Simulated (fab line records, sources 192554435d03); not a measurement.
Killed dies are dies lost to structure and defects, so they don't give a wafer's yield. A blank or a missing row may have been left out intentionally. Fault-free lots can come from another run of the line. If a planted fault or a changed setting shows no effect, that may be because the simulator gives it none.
Lot-split experiment    flow n5 finfet    7 lots, 39 wafers read, on a route of 1938 steps

SPLIT DETAILS
At N5_DUMMY_GATE_ETCH_31 (etches SiO2 in C4F6/O2, target depth 82.5 nm, time 27.5 s), the setting target depth a was moved away from the recipe's 825 angstrom on 12 of the 39 wafers read, by -6.1% to +10.2%. All remaining wafers had this setting at the recipe value.

The split's own step is where the reading is taken.

THE READING
etch.depth nm (the simulator's own value, which no gauge read), in nm, at N5_DUMMY_GATE_ETCH_31 (etches SiO2 in C4F6/O2, target depth 82.5 nm, time 27.5 s). The file gives no usual value for it. Across the 27 wafers here that went through the recipe, the average is 82.16 nm and the standard deviation 1.5 nm.

wafer   tool, chamber at the split  target depth a as run, angstrom  against the recipe  etch.depth nm, nm  against lot-mates on the recipe
L077.2  rie diel-06, 2              825                              recipe              81.57              -
L077.5  rie diel-06, 2              825                              recipe              81.01              -
L077.6  rie diel-06, 3              825                              recipe              83.45              -
L078.1  rie diel-01, 1              825                              recipe              84.34              -
L078.2  rie diel-01, 3              825                              recipe              82.91              -
L078.3  rie diel-01, 0              825                              recipe              83.19              -
L078.4  rie diel-01, 2              779.9                            -5.5%               77.97              -5.51
L078.5  rie diel-01, 1              779.9                            -5.5%               79.71              -3.77
L078.6  rie diel-01, 0              779.9                            -5.5%               78.45              -5.03
L081.1  rie diel-05, 3              825                              recipe              79.72              -
L081.2  rie diel-05, 2              825                              recipe              81.31              -
L081.3  rie diel-05, 0              825                              recipe              82.22              -
L081.4  rie diel-05, 1              825                              recipe              80.38              -
L081.5  rie diel-05, 3              825                              recipe              79.47              -
L081.6  rie diel-05, 0              825                              recipe              82.81              -
L083.1  rie diel-05, 0              786.5                            -4.7%               78.83              -2.44
L083.2  rie diel-05, 2              786.5                            -4.7%               77.75              -3.52
L083.3  rie diel-05, 1              825                              recipe              79.86              -
L083.4  rie diel-05, 1              786.5                            -4.7%               76.01              -5.26
L083.5  rie diel-05, 2              825                              recipe              80.99              -
L083.6  rie diel-05, 0              825                              recipe              82.97              -
L087.1  rie diel-06, 3              825                              recipe              84.36              -
L087.2  rie diel-06, 1              908.9                            +10.2%              89.05              +5.21
L087.3  rie diel-06, 0              825                              recipe              83.13              -
L087.4  rie diel-06, 0              908.9                            +10.2%              91.87              +8.03
L087.5  rie diel-06, 3              825                              recipe              84.02              -
L087.6  rie diel-06, 1              908.9                            +10.2%              89.74              +5.90
L092.1  rie diel-06, 3              774.9                            -6.1%               78.63              -4.53
L092.2  rie diel-06, 0              774.9                            -6.1%               78.98              -4.18
L092.3  rie diel-06, 1              825                              recipe              80.86              -
L092.4  rie diel-06, 2              825                              recipe              84.41              -
L092.5  rie diel-06, 2              825                              recipe              84.22              -
L092.6  rie diel-06, 3              774.9                            -6.1%               78.74              -4.42
L095.1  rie diel-01, 0              825                              recipe              82.25              -
L095.2  rie diel-01, 1              825                              recipe              82.38              -
L095.3  rie diel-01, 2              825                              recipe              81.3               -
L095.4  rie diel-01, 3              825                              recipe              80.87              -
L095.5  rie diel-01, 1              825                              recipe              82.27              -
L095.6  rie diel-01, 0              825                              recipe              82.12              -

FIT RESULTS
A straight line over all 39 wafers: etch.depth nm changes by +0.747 nm for each +1% of target depth a; r = +0.90; the points scatter about the line by 1.4 nm.
The same after taking each lot's own level away (the mean of its wafers on the recipe; 39 wafers): +0.698 nm for each +1%; r = +0.93; scatter 1.1 nm.
The reading moves by 7.1 nm for the largest change in target depth a, on that fit.
The span of the lots' own levels, 80.985 to 83.837 nm, comes to 2.0 times the standard deviation stated above.
The two slopes are in agreement: the lot-to-lot level therefore moves the slope only a little.
Check: for one of the wafers moved furthest among these (+10.2%), held out of the fit, the line's prediction against its lot-mates is +7.42 nm. Against them it came out at +5.21 nm.

THE FILE'S OWN FIT
etch.depth nm changes by +0.703 nm for each +1% of target depth a, r = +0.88.
